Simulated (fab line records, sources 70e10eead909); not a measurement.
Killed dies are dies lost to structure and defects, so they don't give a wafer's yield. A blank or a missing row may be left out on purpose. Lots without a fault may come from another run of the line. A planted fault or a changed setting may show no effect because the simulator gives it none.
Which tool did it? | flow nand_harc | 14 lots, 42 wafers sampled, at 3 steps of a route of 1302

WHAT THE GAUGES READ, wafer by wafer
NHARC_P_BONDPAD_INSPECT_23.
lot  | measured     | on                | raw_defect_count
L245 | day 6 21:34  | defect_inspect-01 | 324 245 178
L246 | day 7 15:38  | defect_inspect-02 | 178 219 249
L247 | day 7 19:17  | defect_inspect-01 | 628 392 574
L249 | day 8 14:22  | defect_inspect-02 | 542 531 297
L250 | day 9 08:06  | defect_inspect-02 | 278 471 236
L251 | day 9 16:16  | defect_inspect-02 | 237 412 468
L252 | day 10 06:06 | defect_inspect-02 | 219 365 395
L253 | day 10 15:31 | defect_inspect-01 | 420 296 264
L255 | day 11 04:39 | defect_inspect-01 | 388 381 346
L254 | day 11 04:51 | defect_inspect-02 | 331 273 267
L256 | day 11 17:53 | defect_inspect-02 | 375 443 379
L257 | day 12 03:44 | defect_inspect-01 | 293 243 328
L264 | day 15 02:34 | defect_inspect-02 | 249 194 228
L265 | day 15 11:24 | defect_inspect-02 | 268 349 215

NHARC_A_ONON_D1_THK_MEAS_08: measures by ellipsometry.
lot  | measured     | on            | thk_nm (nm)
L245 | day 7 21:34  | film_metro-02 | 981 982 981
L246 | day 8 17:07  | film_metro-01 | 997 995 998
L247 | day 8 17:07  | film_metro-02 | 990 989 989
L249 | day 9 15:16  | film_metro-02 | 991 992 992
L250 | day 10 12:28 | film_metro-01 | 993 995 993
L251 | day 10 17:07 | film_metro-01 | 1005 1004 1004
L252 | day 11 09:48 | film_metro-02 | 1013 1016 1013
L253 | day 11 16:22 | film_metro-02 | 988 985 987
L255 | day 12 06:55 | film_metro-02 | 992 993 993
L254 | day 12 07:04 | film_metro-01 | 1002 1003 1006
L256 | day 12 18:59 | film_metro-02 | 1006 1007 1007
L257 | day 13 05:12 | film_metro-01 | 995 995 995
L264 | day 16 03:00 | film_metro-01 | 924 1022 1023
L265 | day 16 12:49 | film_metro-02 | 1024 928 1024

WHICH TOOL RAN EACH LOT (tool, then ch and the chambers of the sampled wafers, then the start)
lot  | NHARC_A_ONON_D1_DEP_06
L245 | pecvd_onon-02 ch 0, day 7 21:06
L246 | pecvd_onon-02 ch 0, day 8 16:40
L247 | pecvd_onon-01 ch 0, day 8 16:44
L249 | pecvd_onon-01 ch 0, day 9 14:49
L250 | pecvd_onon-02 ch 0, day 10 12:04
L251 | pecvd_onon-02 ch 0, day 10 16:36
L252 | pecvd_onon-02 ch 0, day 11 09:28
L253 | pecvd_onon-01 ch 0, day 11 15:52
L255 | pecvd_onon-04 ch 0, day 12 06:31
L254 | pecvd_onon-02 ch 0, day 12 06:44
L256 | pecvd_onon-04 ch 0, day 12 18:32
L257 | pecvd_onon-01 ch 0, day 13 04:45
L264 | pecvd_onon-01 ch 0, day 16 02:33
L265 | pecvd_onon-01 ch 0, day 16 12:18
- NHARC_A_ONON_D1_DEP_06: target thk 1000 nm.

WHAT THE TOOLS THEMSELVES READ (means of the sampled wafers that have a number; where no wafer has one, the mark that the record gives instead)
The record holds no such reading with a usual standard deviation.

THE ANSWER, worked out from the rows above alone
Rule: what is usual is taken from the lots themselves. Put in order of their means at a reading, lots are off if they are a third of the lots or fewer, leave a main group of 4 or more, and stand apart from it by a gap of 3 or more times the standard deviation of the main group's means; of several such gaps the widest counts. A main group whose means are all the same, to the digits that the tables above print for the reading, isn't used. A lot without any number at a reading at which 4 lots or more have one is off too. The other lots that the step has rows for count as sound. The gauges are gone through in route order, then the tools' own readings, and for those a lot's mean is taken as printed above. The first step at which some lot is off is used, and at that step the reading that is off furthest; a lot without a number counts as furthest.
No lot is off at any reading shown: from this, nothing can be told.

WHAT THE SIMULATOR HAD PUT IN
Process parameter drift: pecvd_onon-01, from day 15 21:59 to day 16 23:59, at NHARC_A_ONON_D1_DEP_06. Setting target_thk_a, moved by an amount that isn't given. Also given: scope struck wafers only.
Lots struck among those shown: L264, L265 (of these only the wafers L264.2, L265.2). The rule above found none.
